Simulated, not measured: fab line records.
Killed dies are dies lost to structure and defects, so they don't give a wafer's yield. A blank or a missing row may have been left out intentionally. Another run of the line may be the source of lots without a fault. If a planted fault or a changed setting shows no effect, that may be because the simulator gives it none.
Matching of chambers ; flow nand harc ; NHARC_P_M2_ETCH_35 on rie diel-03: 4 sister chambers
The step etches the open film in N2/H2, target depth 40 nm, overetch 12 nm, time 43.94 s. 36 wafers are shown with their chamber, then 12 later ones without.

WAFERS PAIRED WITH THEIR CHAMBERS
wafer;chamber;drypump motor current A (A);rf vpp V (V);rf fwd power W (W)
L074.3;2;5.3;428.6;397.9
L074.4;3;5.9;431.9;395.7
L074.5;1;5.7;428.9;397.3
L076.1;1;5.6;430.3;398.5
L076.3;0;5.6;430.2;393.6
L076.4;3;5.9;433.4;395.7
L077.1;2;5.4;430.7;397.7
L077.2;0;5.6;432.5;397.0
L077.5;1;5.7;428.6;395.4
L079.2;1;5.7;429.8;397.8
L079.4;2;5.3;427.5;393.8
L079.5;1;5.8;429.8;397.9
L081.4;2;5.3;428.5;396.3
L081.5;1;5.8;429.4;397.0
L081.6;0;5.6;432.2;392.8
L082.3;2;5.3;428.3;397.6
L082.5;0;5.6;432.6;396.6
L082.6;1;5.7;430.4;396.9
L083.2;2;5.3;428.1;396.4
L083.3;3;5.9;432.5;398.2
L083.4;0;5.6;432.0;393.7
L087.2;0;5.6;433.5;394.6
L087.4;1;5.7;429.6;397.7
L087.6;3;5.9;432.0;394.9
L085.2;2;5.3;429.3;395.9
L085.4;1;5.7;430.9;396.8
L085.6;3;5.9;432.5;395.7
L086.2;0;5.6;433.0;394.4
L086.3;1;5.7;431.2;395.1
L086.6;3;5.8;431.2;395.0
L089.2;3;5.9;431.8;395.9
L089.4;1;5.7;429.9;398.7
L089.5;0;5.6;432.4;396.0
L091.2;1;5.7;430.1;398.2
L091.3;3;5.9;432.7;396.9
L091.6;1;5.7;430.5;397.3

SIGNATURES (means of the wafers above)
reading;chamber 0;chamber 1;chamber 2;chamber 3;scatter within a chamber
drypump motor current A;5.600;5.708;5.314;5.888;0.0381
rf vpp V;432.300;429.954;428.714;432.250;0.84
rf fwd power W;394.837;397.277;396.514;396.000;1.26
Rule: distance of a wafer from a chamber = root of the sum over the readings of ((wafer's reading minus chamber's mean) / reading's scatter) squared. If the next closest chamber is less than 2 further off than the closest, the wafer can't be placed; otherwise it belongs to the closest. The scatter is the square root of a quotient: the sum, over the shown wafers, of each reading's squared deviation from its chamber's mean, divided by wafers minus chambers.

WAFERS WITHOUT THEIR CHAMBER
wafer;drypump motor current A (A);rf vpp V (V);rf fwd power W (W)
L094.1;5.6;432.6;395.3
L094.2;5.3;430.7;396.6
L094.3;5.8;431.9;396.3
L095.2;5.3;429.4;398.4
L095.3;5.6;432.3;396.3
L095.6;5.6;433.6;393.9
L097.2;5.7;430.4;397.8
L097.4;5.9;432.3;394.7
L097.6;5.9;432.0;395.3
L096.2;5.9;434.1;395.3
L096.3;5.6;433.0;393.9
L096.6;5.9;430.6;396.4

WHICH CHAMBER EACH ONE RAN IN
wafer;from the rows above;in truth
L094.1;0;0
L094.2;2;2
L094.3;can't be placed: 3 or 1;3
L095.2;2;2
L095.3;0;0
L095.6;0;0
L097.2;1;1
L097.4;3;3
L097.6;3;3
L096.2;3;3
L096.3;0;0
L096.6;3;3
Correct placement for 11 of the 12. Cannot be placed on the basis of these rows: 1; the candidates contain the true chamber in 1. 0 placed wrongly.
